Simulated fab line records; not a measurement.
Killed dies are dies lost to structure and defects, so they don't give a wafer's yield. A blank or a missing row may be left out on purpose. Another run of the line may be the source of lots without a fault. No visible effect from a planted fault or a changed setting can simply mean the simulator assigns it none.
Split-lot study | flow n5 finfet | on a route of 1938 steps: 7 lots, 39 wafers read

THE SPLIT ITSELF
At N5_ZERO_LAYER_PECVD_02 (deposits SiO2 from SiH4/N2O, target thk 10 nm, time 6 s), the setting time s was moved away from the recipe's 6 s on 18 of the 39 wafers read, by -59.8% to +49.0%. For the rest of the wafers, this setting stayed at what the recipe calls for.

The split's own step is where the reading is taken.

THE READING
SiO2_of_ZERO_LAYER_PECVD_02.thk nm (the simulator's own value, which no gauge read), in nm, at N5_ZERO_LAYER_PECVD_02 (deposits SiO2 from SiH4/N2O, target thk 10 nm, time 6 s). There is no usual value for it anywhere in the file. The 21 wafers here that ran the recipe average 10.191 nm, standard deviation 0.23 nm.

wafer  | tool, chamber at the split | time s as run, s | against the recipe | SiO2_of_ZERO_LAYER_PECVD_02.thk nm, nm | against lot-mates on the recipe
L076.1 | pecvd-04, 0                | 3.892            | -35.1%             | 6.441                                  | -3.621
L076.2 | pecvd-04, 1                | 6                | recipe             | 9.756                                  | -
L076.3 | pecvd-04, 2                | 3.892            | -35.1%             | 6.615                                  | -3.447
L076.4 | pecvd-04, 1                | 3.892            | -35.1%             | 6.261                                  | -3.801
L076.5 | pecvd-04, 2                | 6                | recipe             | 10.23                                  | -
L076.6 | pecvd-04, 0                | 6                | recipe             | 10.2                                   | -
L086.1 | pecvd-04, 2                | 8.942            | +49.0%             | 14.95                                  | +4.810
L086.2 | pecvd-04, 1                | 6                | recipe             | 10.03                                  | -
L086.3 | pecvd-04, 0                | 6                | recipe             | 10.08                                  | -
L086.4 | pecvd-04, 0                | 6                | recipe             | 10.31                                  | -
L086.5 | pecvd-04, 2                | 8.942            | +49.0%             | 15.22                                  | +5.080
L086.6 | pecvd-04, 1                | 8.942            | +49.0%             | 14.85                                  | +4.710
L090.1 | pecvd-03, 1                | 6                | recipe             | 10.32                                  | -
L090.2 | pecvd-03, 0                | 6                | recipe             | 10.21                                  | -
L090.3 | pecvd-03, 2                | 3.682            | -38.6%             | 6.77                                   | -3.640
L090.4 | pecvd-03, 2                | 6                | recipe             | 10.7                                   | -
L090.5 | pecvd-03, 0                | 3.682            | -38.6%             | 6.653                                  | -3.757
L090.6 | pecvd-03, 1                | 3.682            | -38.6%             | 6.573                                  | -3.837
L091.1 | pecvd-02, 1                | 6                | recipe             | 9.905                                  | -
L091.2 | pecvd-02, 2                | 4.679            | -22.0%             | 7.734                                  | -2.451
L091.3 | pecvd-02, 0                | 4.679            | -22.0%             | 8.315                                  | -1.870
L091.4 | pecvd-02, 2                | 4.679            | -22.0%             | 7.795                                  | -2.390
L091.5 | pecvd-02, 0                | 6                | recipe             | 10.51                                  | -
L091.6 | pecvd-02, 1                | 6                | recipe             | 10.14                                  | -
L094.1 | pecvd-02, 2                | 2.411            | -59.8%             | 3.835                                  | -6.153
L094.2 | pecvd-02, 1                | 2.411            | -59.8%             | 3.836                                  | -6.152
L094.3 | pecvd-02, 0                | 6                | recipe             | 10.22                                  | -
L094.4 | pecvd-02, 2                | 6                | recipe             | 9.883                                  | -
L094.5 | pecvd-02, 0                | 2.411            | -59.8%             | 4.578                                  | -5.410
L094.6 | pecvd-02, 1                | 6                | recipe             | 9.86                                   | -
L095.1 | pecvd-03, 2                | 6                | recipe             | 10.49                                  | -
L095.2 | pecvd-03, 0                | 6                | recipe             | 9.973                                  | -
L095.3 | pecvd-03, 1                | 4.003            | -33.3%             | 6.938                                  | -3.340
L095.4 | pecvd-03, 1                | 6                | recipe             | 10.37                                  | -
L095.5 | pecvd-03, 0                | 4.003            | -33.3%             | 6.757                                  | -3.521
L095.6 | pecvd-03, 2                | 4.003            | -33.3%             | 7.138                                  | -3.140
L096.1 | pecvd-03, 1                | 6                | recipe             | 10.18                                  | -
L096.4 | pecvd-03, 1                | 6                | recipe             | 10.3                                   | -
L096.5 | pecvd-03, 1                | 6                | recipe             | 10.34                                  | -

THE FIT
A straight line over all 39 wafers: SiO2_of_ZERO_LAYER_PECVD_02.thk nm changes by +0.0995 nm for each +1% of time s; r = +1.00; the points scatter about the line by 0.26 nm.
The same after taking each lot's own level away (the mean of its wafers on the recipe; 39 wafers): +0.0993 nm for each +1%; r = +1.00; scatter 0.21 nm.
On that fit, the largest move of time s shifts the reading by 5.9 nm.
Measured against the standard deviation above, the lots' own levels, which go from 9.9877 to 10.4100 nm, span 1.8 times it.
Consequently the slope shifts little with the lot-to-lot level, the two slopes agreeing.
Check: for one of the wafers moved furthest among these (-59.8%), held out of the fit, the line's prediction against its lot-mates is -5.92 nm. It came out at -6.15 nm against them.

THE FILE'S OWN FIT
SiO2_of_ZERO_LAYER_PECVD_02.thk nm changes by +0.0994 nm for each +1% of time s, r = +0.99.
